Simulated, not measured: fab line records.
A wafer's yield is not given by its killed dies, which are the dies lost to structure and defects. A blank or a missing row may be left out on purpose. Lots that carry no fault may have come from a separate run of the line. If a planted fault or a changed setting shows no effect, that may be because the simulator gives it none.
fab line records	flow nandHarc
[record] lots = 24	wafers = 72	lastDay = 34
route steps=1302 shown P_M1@298 P_M2@339 P_BONDPAD@351
lots with no fault: from the same line, run without faults
startH: hours from the record's first day to the start of the lot's first wafer shown	waitH: hours from the lot's prior step to this one	" as in the row above	L1.1+2: one row covering several wafers at once	- no value present, or no start provided	* or withheld: withheld	< > ~ a bound
route shown NAME@n: NAME is a module with steps in the file, n the number in the route of the first one	usual: mean/standard deviation of fault-free wafers	same: alike in all rows	chamber/n: place in a boat	sites: the reading at each site	_std_site: the standard deviation of these	_edge_site: outer sites' mean less inner sites'	radiusMm: how far each site lies from the wafer's centre	mask NAME#n: copy n	behind: the tool/chamber that last shaped the wafer	hold: why the lot was held/for how many hours/how that ended	device: the transistor (n, p or np) that didn't switch	end of line: at the end of the route, the tests of the same wafers	a step with no rows: only its recipe	killed: the dies lost at the first sort to structure and to defects; this is not the yield of the wafer	map: dies across one wafer; x = killed, . = not, _ = none there
set.NAME: the setting that was run; set.NAME@STEP: the one run at that earlier step	model.NAME: the simulator's own value behind a step, which no gauge read
route steps across a sampled set of lots; one table per step, one row per wafer
services: a tool's chamber out of use, with start hour (startH, from the record's first day; less than 0 if before it), hours out, and reason
[[steps]]
[step NHARC_P_M1_DESCUM_14]
[recipe] timeS = 3	o2FlowSccm = 200	arFlowSccm = 0	biasPowerW = 0	chemistry = O2
[usual] drypumpMotorCurrentA = 5.6/0.35	oesProductAu = 1.000/0.0087	rfVppV = 57.7/0.98	showerheadPlenumPTorr = 1.91/0.1	throttleValvePct = 11.312/0.009
[same] timeS = 3
lot.wafer	tool	chamber	startH	waitH	drypumpMotorCurrentA	oesProductAu	rfHoursCounterH	rfVppV	showerheadPlenumPTorr	throttleValvePct
L074.4	rieDiel-01	3	139.87	0.1	5.3	1.011	9	57.8	1.79	11.312
L074.3	"	0	"	"	5.6	0.994	10	58.0	2.06	11.304
L074.2	"	2	"	"	5.7	0.992	9	57.8	1.99	11.316
L075.4	rieDiel-01	2	140.83	0.1	5.6	1.009	9	57.1	1.99	11.322
L075.3	"	3	"	"	5.3	0.999	10	58.9	1.79	11.314
L075.1	"	1	"	"	5.3	1.009	9	57.3	1.93	11.308
L076.2	rieDiel-03	0	144.38	0.1	5.0	0.992	1	57.6	1.84	11.310
L076.3	"	1	"	"	6.1	0.985	1	57.0	1.78	11.310
L076.6	"	0	"	"	4.9	0.983	-	56.5	1.84	11.306
L077.3	rieDiel-01	3	150.71	0.1	5.3	1.009	11	56.4	1.79	11.314
L077.2	"	1	"	"	5.3	1.018	10	58.6	1.93	11.319
L077.6	"	3	"	"	5.3	1.017	-	57.2	1.79	11.315
L078.4	rieDiel-01	2	164.94	0.1	5.7	1.004	12	57.8	1.99	11.314
L078.1	"	3	"	"	5.3	1.003	12	57.0	1.79	11.308
L078.5	"	2	"	"	5.7	0.998	-	58.4	1.99	11.306
L079.1	rieDiel-01	3	183.38	0.1	5.3	1.011	14	58.3	1.79	11.298
L079.4	"	0	"	"	5.6	0.995	14	58.4	2.06	11.305
L079.6	"	3	"	"	5.3	1.008	-	59.2	1.79	11.297
L080.4	rieDiel-01	3	184.30	0.1	5.3	1.003	14	57.9	1.79	11.319
L080.3	"	0	"	"	5.6	1.004	14	57.4	2.05	11.293
L080.5	"	1	"	"	5.4	1.008	-	56.7	1.93	11.324
L081.3	rieDiel-03	2	201.81	0.1	6.0	0.998	5	58.1	1.82	11.321
L081.2	"	3	"	"	6.0	0.999	5	57.5	2.01	11.315
L081.6	"	2	"	"	6.0	1.010	-	56.8	1.82	11.318
L082.1	rieDiel-03	1	202.26	0.1	6.1	0.986	4	57.7	1.78	11.313
L082.6	"	0	"	"	4.9	0.993	-	57.7	1.84	11.328
L082.5	"	1	"	"	6.1	0.982	-	56.8	1.78	11.318
L083.4	rieDiel-03	3	214.42	0.1	6.0	1.008	6	57.7	2.01	11.324
L083.3	"	2	"	"	6.0	1.010	6	55.8	1.82	11.314
L083.6	"	3	"	"	6.0	0.993	-	57.6	2.01	11.320
L084.4	rieDiel-03	0	229.75	0.1	4.9	0.991	5	56.5	1.84	11.314
L084.3	"	1	"	"	6.2	1.004	5	56.3	1.78	11.317
L084.6	"	1	"	"	6.2	0.998	-	57.5	1.78	11.327
L085.3	rieDiel-03	1	237.30	0.3	6.1	0.993	6	56.4	1.78	11.321
L085.6	"	1	"	"	6.1	0.978	-	56.7	1.78	11.322
L085.5	"	2	"	"	6.0	0.989	-	58.0	1.82	11.324
L086.2	rieDiel-01	0	243.65	0.1	5.6	0.992	2	59.5	2.05	11.310
L086.4	"	2	"	"	5.7	0.997	2	60.1	1.98	11.299
L086.6	"	3	"	"	5.3	0.995	-	56.6	1.79	11.310
L089.2	rieDiel-03	1	268.39	0.1	6.1	0.991	10	57.3	1.78	11.307
L089.3	"	1	"	"	6.1	0.983	-	57.6	1.78	11.298
L089.4	"	2	"	"	6.0	0.982	-	55.5	1.82	11.304
L087.2	rieDiel-01	0	269.08	0.1	5.6	1.001	4	58.2	2.05	11.306
L087.6	"	1	"	"	5.4	1.003	-	59.5	1.93	11.305
L087.5	"	2	"	"	5.7	1.004	-	59.1	1.98	11.299
L088.2	rieDiel-01	1	269.99	0.1	5.3	1.014	5	58.7	1.93	11.323
L088.3	"	2	"	"	5.7	1.001	4	56.9	1.98	11.311
L088.5	"	1	"	"	5.3	0.998	-	60.1	1.92	11.305
L090.3	rieDiel-01	1	289.36	0.1	5.4	1.002	6	57.7	1.92	11.325
L090.1	"	2	"	"	5.7	1.002	6	57.3	1.98	11.316
L090.2	"	3	"	"	5.3	0.983	6	56.7	1.79	11.326
L091.4	rieDiel-03	1	292.19	0.1	6.1	1.009	0	56.9	1.78	11.292
L091.2	"	3	"	"	6.0	0.993	0	57.5	2.01	11.315
L091.5	"	0	"	"	4.9	0.998	-	56.9	1.84	11.319
L092.2	rieDiel-01	0	305.00	0.1	5.6	0.991	7	59.0	2.05	11.329
L092.4	"	2	"	"	5.7	1.005	7	57.4	1.98	11.306
L092.5	"	0	"	"	5.6	1.000	-	58.8	2.05	11.317
L093.4	rieDiel-05	2	315.20	0.1	5.3	0.999	27	58.8	1.99	11.309
L093.1	"	3	"	"	5.5	1.004	29	58.1	1.89	11.316
L093.2	"	0	"	"	6.2	1.005	28	58.6	2.00	11.305
L095.2	rieDiel-01	0	326.23	0.1	5.6	0.997	9	58.8	2.05	11.308
L095.4	"	1	"	"	5.4	1.005	10	58.6	1.92	11.319
L095.5	"	0	"	"	5.6	0.996	-	57.0	2.05	11.314
L094.4	rieDiel-05	1	326.87	0.1	5.5	1.007	31	58.8	2.03	11.325
L094.1	"	2	"	"	5.3	1.007	29	57.8	1.99	11.302
L094.2	"	0	"	"	6.2	0.997	31	57.8	2.00	11.303
L096.2	rieDiel-01	2	338.21	0.1	5.7	1.008	10	58.7	1.98	11.313
L096.4	"	3	"	"	5.3	1.002	10	55.9	1.79	11.331
L096.6	"	0	"	"	5.6	1.007	-	59.3	2.05	11.311
L097.2	rieDiel-03	1	353.08	0.1	6.2	0.993	4	56.2	1.78	11.302
L097.6	"	2	"	"	6.0	0.998	-	58.0	1.81	11.312
L097.4	"	0	"	"	5.0	1.001	-	58.4	1.83	11.324
[step NHARC_P_M1_PRE_CLEAN_30]
[recipe] timeS = 30	tempC = 280	gas = H2/He
[usual] heaterPowerW = 408/43
[same] timeS = 30
lot.wafer	tool	chamber	startH	waitH	heaterPowerW
L074.3	pvdSputter-01	-	-	-	360
L074.2	"	-	"	"	363
L074.4	"	-	"	"	451
L075.1	pvdSputter-01	-	-	-	352
L075.3	"	-	"	"	369
L075.4	"	-	"	"	459
L076.2	pvdSputter-01	-	-	-	364
L076.3	"	-	"	"	469
L076.6	"	-	"	"	361
L077.2	pvdSputter-01	-	152.13	0.1	438
L077.3	"	-	"	"	368
L077.6	"	-	"	"	443
L078.4	pvdSputter-01	-	-	-	462
L078.1	"	-	"	"	359
L078.5	"	-	"	"	479
L079.4	pvdSputter-01	-	-	-	358
L079.1	"	-	"	"	372
L079.6	"	-	"	"	363
L080.4	pvdSputter-02	-	-	-	388
L080.3	"	-	"	"	391
L080.5	"	-	"	"	398
L081.2	pvdSputter-01	-	-	-	443
L081.3	"	-	"	"	370
L081.6	"	-	"	"	430
L082.1	pvdSputter-02	-	-	-	406
L082.5	"	-	"	"	387
L082.6	"	-	"	"	442
L083.4	pvdSputter-02	-	-	-	318
L083.3	"	-	"	"	387
L083.6	"	-	"	"	395
L084.3	pvdSputter-02	-	-	-	411
L084.4	"	-	"	"	407
L084.6	"	-	"	"	407
L085.3	pvdSputter-03	-	-	-	387
L085.6	"	-	"	"	380
L085.5	"	-	"	"	369
L086.2	pvdSputter-01	-	-	-	383
L086.4	"	-	"	"	468
L086.6	"	-	"	"	374
L089.4	pvdSputter-01	-	-	-	386
L089.3	"	-	"	"	468
L089.2	"	-	"	"	353
L087.2	pvdSputter-03	-	-	-	366
L087.5	"	-	"	"	392
L087.6	"	-	"	"	409
L088.3	pvdSputter-01	-	-	-	377
L088.2	"	-	"	"	454
L088.5	"	-	"	"	373
L090.3	pvdSputter-03	-	-	-	391
L090.2	"	-	"	"	404
L090.1	"	-	"	"	386
L091.2	pvdSputter-03	-	-	-	400
L091.4	"	-	"	"	387
L091.5	"	-	"	"	372
L092.4	pvdSputter-01	-	-	-	455
L092.2	"	-	"	"	382
L092.5	"	-	"	"	473
L093.1	pvdSputter-01	-	-	-	464
L093.2	"	-	"	"	362
L093.4	"	-	"	"	463
L095.4	pvdSputter-01	-	-	-	376
L095.2	"	-	"	"	453
L095.5	"	-	"	"	381
L094.4	pvdSputter-02	-	-	-	346
L094.2	"	-	"	"	400
L094.1	"	-	"	"	394
L096.2	pvdSputter-01	-	-	-	374
L096.4	"	-	"	"	447
L096.6	"	-	"	"	373
L097.2	pvdSputter-02	-	-	-	404
L097.4	"	-	"	"	403
L097.6	"	-	"	"	451
[step NHARC_P_M1_CMP_23]
[recipe] tOverpolishS = 20	targetThkNm = 157.82
[usual] motorCurrentA = 11.0/1.2	padLifeWafers = 184/120	timeToEndpointS = 28.7/2
lot.wafer	tool	chamber	startH	waitH	motorCurrentA	padLifeWafers	timeToEndpointS
L074.2	cmp-04	0	141.98	-	10.2	84	27.2
L074.4	"	1	"	"	9.7	85	27.1
L074.3	"	3	"	"	11.0	87	26.9
L075.4	cmp-02	0	142.98	-	12.2	25	27.1
L075.3	"	1	"	"	9.5	26	29.1
L075.1	"	2	"	"	10.8	27	29.3
L076.2	cmp-02	1	146.47	-	9.6	36	26.7
L076.3	"	3	"	"	13.5	38	27.7
L076.6	"	1	"	"	9.6	-	26.6
L077.2	cmp-01	0	153.34	-	11.0	222	27.6
L077.3	"	3	"	"	10.4	225	27.7
L077.6	"	1	"	"	10.0	-	26.6
L078.1	cmp-01	2	167.05	-	10.9	294	26.5
L078.4	"	3	"	"	10.7	295	30.7
L078.5	"	3	"	"	10.5	-	33.0
L079.1	cmp-02	1	185.51	-	9.3	211	26.5
L079.4	"	2	"	"	11.3	212	26.1
L079.6	"	0	"	"	12.3	-	27.9
L080.3	cmp-02	0	186.40	-	12.2	216	30.8
L080.4	"	3	"	"	13.7	219	30.9
L080.5	"	1	"	"	9.5	-	29.5
L081.2	cmp-02	1	204.06	-	9.3	284	26.8
L081.3	"	2	"	"	11.3	285	26.0
L081.6	"	3	"	"	13.4	-	26.6
L082.1	cmp-04	1	204.43	-	9.2	295	29.2
L082.5	"	0	"	"	9.7	-	29.0
L082.6	"	1	"	"	9.7	-	27.2
L083.3	cmp-02	3	216.58	-	13.4	330	27.3
L083.4	"	0	"	"	11.4	331	27.3
L083.6	"	0	"	"	12.4	-	27.3
L084.3	cmp-04	3	231.88	-	11.8	55	23.4
L084.4	"	0	"	"	10.1	56	28.1
L084.6	"	3	"	"	11.0	-	27.7
L085.3	cmp-01	2	239.69	-	11.3	199	30.8
L085.6	"	1	"	"	10.3	-	28.0
L085.5	"	2	"	"	10.9	-	29.9
L086.4	cmp-04	0	247.21	-	10.2	108	28.6
L086.2	"	1	"	"	9.5	109	30.3
L086.6	"	0	"	"	9.5	-	30.5
L089.4	cmp-04	2	270.87	-	11.5	192	25.9
L089.3	"	3	"	"	11.5	193	28.9
L089.2	"	0	"	"	10.6	194	28.2
L087.2	cmp-01	0	271.15	-	10.8	324	26.3
L087.5	"	0	"	"	11.0	-	27.2
L087.6	"	1	"	"	10.5	-	25.5
L088.2	cmp-01	3	272.12	-	10.0	330	32.5
L088.3	"	2	"	"	10.4	333	32.0
L088.5	"	3	"	"	10.5	-	31.6
L090.2	cmp-01	2	291.50	-	11.2	12	32.2
L090.3	"	0	"	"	11.2	14	31.9
L090.1	"	1	"	"	10.1	15	32.3
L091.2	cmp-02	2	294.32	-	10.7	252	28.3
L091.4	"	1	"	"	10.0	255	26.3
L091.5	"	2	"	"	11.7	-	28.1
L092.4	cmp-04	0	307.16	-	9.7	318	27.8
L092.2	"	3	"	"	12.1	321	28.0
L092.5	"	0	"	"	10.1	-	26.4
L093.1	cmp-04	0	317.34	-	9.7	12	27.7
L093.2	"	1	"	"	10.2	13	28.9
L093.4	"	3	"	"	11.9	15	25.5
L095.2	cmp-02	3	328.36	-	13.9	372	29.1
L095.4	"	0	"	"	12.4	373	30.2
L095.5	"	3	"	"	13.7	-	29.9
L094.2	cmp-04	3	329.02	-	11.9	54	26.9
L094.4	"	0	"	"	10.1	55	28.1
L094.1	"	2	"	"	10.7	57	28.1
L096.4	cmp-02	2	340.82	-	11.4	18	31.5
L096.2	"	1	"	"	9.2	21	30.1
L096.6	"	3	"	"	13.1	-	32.0
L097.4	cmp-04	2	355.39	-	12.2	133	27.0
L097.2	"	0	"	"	10.1	135	27.5
L097.6	"	2	"	"	11.4	-	25.5
[step NHARC_P_M2_PRE_CLEAN_30]
[recipe] timeS = 30	tempC = 280	gas = H2/He
[usual] heaterPowerW = 395/36
[same] timeS = 30
lot.wafer	tool	chamber	startH	waitH	heaterPowerW
L074.2	pvdSputter-03	-	-	-	376
L074.3	"	-	"	"	390
L074.4	"	-	"	"	390
L075.3	pvdSputter-03	-	-	-	397
L075.1	"	-	"	"	394
L075.4	"	-	"	"	379
L076.2	pvdSputter-02	-	-	-	393
L076.3	"	-	"	"	443
L076.6	"	-	"	"	331
L077.3	pvdSputter-01	-	156.58	0.1	478
L077.2	"	-	"	"	365
L077.6	"	-	"	"	467
L078.4	pvdSputter-02	-	-	-	321
L078.1	"	-	"	"	394
L078.5	"	-	"	"	446
L079.4	pvdSputter-03	-	-	-	387
L079.1	"	-	"	"	402
L079.6	"	-	"	"	361
L080.3	pvdSputter-01	-	-	-	375
L080.4	"	-	"	"	447
L080.5	"	-	"	"	365
L081.2	pvdSputter-03	-	-	-	407
L081.3	"	-	"	"	382
L081.6	"	-	"	"	415
L082.1	pvdSputter-02	-	-	-	435
L082.5	"	-	"	"	321
L082.6	"	-	"	"	398
L083.4	pvdSputter-03	-	-	-	372
L083.3	"	-	"	"	392
L083.6	"	-	"	"	387
L084.4	pvdSputter-02	-	-	-	403
L084.3	"	-	"	"	328
L084.6	"	-	"	"	385
L085.3	pvdSputter-02	-	-	-	415
L085.5	"	-	"	"	393
L085.6	"	-	"	"	450
L086.4	pvdSputter-03	-	-	-	387
L086.2	"	-	"	"	363
L086.6	"	-	"	"	389
L089.2	pvdSputter-03	-	-	-	382
L089.4	"	-	"	"	391
L089.3	"	-	"	"	412
L087.2	pvdSputter-02	-	-	-	405
L087.5	"	-	"	"	332
L087.6	"	-	"	"	390
L088.3	pvdSputter-03	-	-	-	399
L088.2	"	-	"	"	383
L088.5	"	-	"	"	363
L090.1	pvdSputter-02	-	-	-	396
L090.2	"	-	"	"	395
L090.3	"	-	"	"	454
L091.4	pvdSputter-01	-	-	-	458
L091.2	"	-	"	"	386
L091.5	"	-	"	"	447
L092.4	pvdSputter-02	-	-	-	344
L092.2	"	-	"	"	405
L092.5	"	-	"	"	397
L093.2	pvdSputter-03	-	-	-	408
L093.1	"	-	"	"	419
L093.4	"	-	"	"	376
L095.4	pvdSputter-02	-	-	-	400
L095.2	"	-	"	"	332
L095.5	"	-	"	"	396
L094.1	pvdSputter-03	-	-	-	385
L094.4	"	-	"	"	404
L094.2	"	-	"	"	367
L096.2	pvdSputter-01	-	-	-	390
L096.4	"	-	"	"	367
L096.6	"	-	"	"	455
L097.4	pvdSputter-03	-	-	-	409
L097.2	"	-	"	"	421
L097.6	"	-	"	"	415
[step NHARC_P_BONDPAD_DEP_00]
[recipe] targetThkA = 2500	tempC = 370	targetThkNm = 250	pressureTorr = 3	flowSccm = 200	rfW = 450	material = SiCN
[usual] heaterPowerOuterW = 288/57	heaterPowerW = 530/89
lot.wafer	tool	chamber	startH	waitH	heaterPowerOuterW	heaterPowerW
L074.2	pecvd-02	2	-	-	230	395
L074.3	"	0	"	"	255	524
L074.4	"	2	"	"	235	405
L075.3	pecvd-02	2	148.37	-	241	393
L075.1	"	0	"	"	239	508
L075.4	"	1	"	"	272	527
L076.2	pecvd-02	2	151.84	-	210	376
L076.3	"	0	"	"	266	530
L076.6	"	1	"	"	206	409
L077.2	pecvd-04	0	158.84	-	248	526
L077.3	"	1	"	"	268	490
L077.6	"	0	"	"	260	532
L078.1	pecvd-04	2	172.23	-	274	509
L078.4	"	0	"	"	262	534
L078.5	"	1	"	"	266	499
L079.1	pecvd-02	0	190.78	-	236	494
L079.6	"	1	"	"	220	440
L079.4	"	2	"	"	207	363
L080.3	pecvd-02	1	191.61	-	280	544
L080.5	"	1	"	"	280	526
L080.4	"	2	"	"	233	396
L081.2	pecvd-03	1	-	-	449	772
L081.3	"	2	"	"	285	514
L081.6	"	2	"	"	298	524
L082.1	pecvd-04	2	209.72	-	246	489
L082.5	"	1	"	"	244	472
L082.6	"	2	"	"	256	484
L083.3	pecvd-03	2	221.86	-	296	524
L083.6	"	2	"	"	310	555
L083.4	"	0	"	"	348	568
L084.3	pecvd-04	2	237.05	-	262	478
L084.6	"	2	"	"	274	505
L084.4	"	1	"	"	254	468
L085.3	pecvd-03	0	-	-	269	459
L085.5	"	0	"	"	283	473
L085.6	"	1	"	"	429	752
L086.2	pecvd-03	2	252.49	-	324	568
L086.4	"	2	"	"	329	583
L086.6	"	0	"	"	313	526
L089.3	pecvd-03	2	-	-	336	591
L089.2	"	0	"	"	304	518
L089.4	"	0	"	"	310	537
L087.2	pecvd-02	0	-	-	241	497
L087.6	"	0	"	"	248	509
L087.5	"	2	"	"	250	430
L088.3	pecvd-02	0	277.44	-	243	514
L088.2	"	1	"	"	226	460
L088.5	"	1	"	"	239	463
L090.2	pecvd-03	2	296.76	-	292	546
L090.1	"	0	"	"	336	557
L090.3	"	1	"	"	423	716
L091.2	pecvd-04	0	299.38	-	327	635
L091.4	"	1	"	"	272	490
L091.5	"	2	"	"	289	535
L092.2	pecvd-04	0	312.38	-	313	592
L092.4	"	2	"	"	266	500
L092.5	"	0	"	"	315	602
L093.1	pecvd-02	1	322.53	-	254	489
L093.2	"	0	"	"	244	495
L093.4	"	2	"	"	246	433
L095.2	pecvd-02	1	333.70	-	236	482
L095.4	"	1	"	"	240	481
L095.5	"	1	"	"	255	488
L094.2	pecvd-03	2	334.24	-	349	610
L094.1	"	1	"	"	409	726
L094.4	"	2	"	"	367	622
L096.2	pecvd-03	1	-	-	343	643
L096.6	"	1	"	"	363	650
L096.4	"	0	"	"	347	571
L097.2	pecvd-02	0	361.69	-	281	559
L097.6	"	2	"	"	195	368
L097.4	"	1	"	"	248	482
[step NHARC_P_BONDPAD_THK_MEAS_33]
[recipe] thkMeasGauge = ellipsometry
[usual] thkNm = 199.9/1.3
lot.wafer	tool	chamber	startH	waitH	thkNm
L074.2	filmMetro-01	-	147.81	0.2	202.1
L074.3	"	-	"	"	197.1
L074.4	"	-	"	"	199.1
L075.1	filmMetro-01	-	149.04	0.2	199.1
L075.3	"	-	"	"	198.2
L075.4	"	-	"	"	198.3
L076.2	filmMetro-01	-	152.45	0.1	200.6
L076.3	"	-	"	"	199.8
L076.6	"	-	"	"	198.1
L077.2	filmMetro-02	-	159.50	0.2	202.9
L077.3	"	-	"	"	199.7
L077.6	"	-	"	"	200.7
L078.1	filmMetro-02	-	172.80	0.2	201.0
L078.4	"	-	"	"	198.0
L078.5	"	-	"	"	198.9
L079.1	filmMetro-02	-	191.34	0.1	199.9
L079.4	"	-	"	"	199.1
L079.6	"	-	"	"	198.6
L080.3	filmMetro-01	-	192.22	0.2	198.3
L080.4	"	-	"	"	199.8
L080.5	"	-	"	"	199.5
L081.2	filmMetro-01	-	209.89	0.1	200.8
L081.3	"	-	"	"	201.2
L081.6	"	-	"	"	199.3
L082.1	filmMetro-01	-	210.28	0.2	199.4
L082.5	"	-	"	"	199.8
L082.6	"	-	"	"	200.3
L083.3	filmMetro-02	-	222.48	0.2	199.6
L083.4	"	-	"	"	202.0
L083.6	"	-	"	"	201.5
L084.3	filmMetro-02	-	237.71	0.2	199.6
L084.4	"	-	"	"	198.4
L084.6	"	-	"	"	200.2
L085.3	filmMetro-02	-	245.89	0.2	201.2
L085.5	"	-	"	"	203.5
L085.6	"	-	"	"	200.8
L086.2	filmMetro-02	-	253.10	0.2	200.1
L086.4	"	-	"	"	199.9
L086.6	"	-	"	"	201.8
L089.2	filmMetro-02	-	276.78	0.2	200.0
L089.3	"	-	"	"	200.1
L089.4	"	-	"	"	200.8
L087.2	filmMetro-01	-	277.23	0.2	199.0
L087.5	"	-	"	"	199.2
L087.6	"	-	"	"	200.7
L088.2	filmMetro-01	-	278.05	0.2	201.0
L088.3	"	-	"	"	200.2
L088.5	"	-	"	"	200.5
L090.1	filmMetro-01	-	297.42	0.2	200.0
L090.2	"	-	"	"	199.8
L090.3	"	-	"	"	198.6
L091.2	filmMetro-01	-	300.04	0.2	200.3
L091.4	"	-	"	"	200.4
L091.5	"	-	"	"	201.0
L092.2	filmMetro-02	-	312.95	0.2	199.3
L092.4	"	-	"	"	200.8
L092.5	"	-	"	"	200.5
L093.1	filmMetro-02	-	323.18	0.2	198.9
L093.2	"	-	"	"	198.3
L093.4	"	-	"	"	198.9
L095.2	filmMetro-02	-	334.42	0.2	201.9
L095.4	"	-	"	"	199.8
L095.5	"	-	"	"	200.9
L094.1	filmMetro-02	-	334.89	0.2	200.3
L094.2	"	-	"	"	200.0
L094.4	"	-	"	"	198.6
L096.2	filmMetro-02	-	346.70	0.2	201.7
L096.4	"	-	"	"	198.7
L096.6	"	-	"	"	200.4
L097.2	filmMetro-01	-	362.30	0.2	202.1
L097.4	"	-	"	"	201.7
L097.6	"	-	"	"	201.0
[[services]]
tool	chamber	startH	hours	kind
pvdSputter-03	-	119.39	3.3	repair
cmp-02	-	134.50	4.0	pm
pvdSputter-02	-	145.49	0.6	repair
cmp-04	-	154.39	1.9	repair
cmp-04	-	163.44	0.3	repair
pvdSputter-03	-	170.04	10.0	pm
rieDiel-01	1	195.74	3.0	repair
rieDiel-01	3	201.20	7.4	repair
rieDiel-01	-	204.03	9.0	pm
cmp-04	-	209.21	4.0	pm
pvdSputter-01	-	226.00	10.0	pm
pecvd-02	-	227.71	13.0	pm
cmp-02	-	232.50	4.0	pm
pvdSputter-02	-	236.49	4.4	repair
pvdSputter-02	-	282.00	10.0	pm
pvdSputter-02	-	296.03	3.5	repair
pvdSputter-03	-	297.02	1.9	repair
pecvd-02	2	331.50	2.7	repair
rieDiel-01	0	340.62	2.5	repair
pvdSputter-02	-	341.99	8.0	repair
pvdSputter-03	-	348.04	10.0	pm
pvdSputter-01	-	350.18	0.7	repair
pvdSputter-01	-	354.25	2.4	repair
pvdSputter-02	-	356.88	2.3	repair
[[key]]
fault none
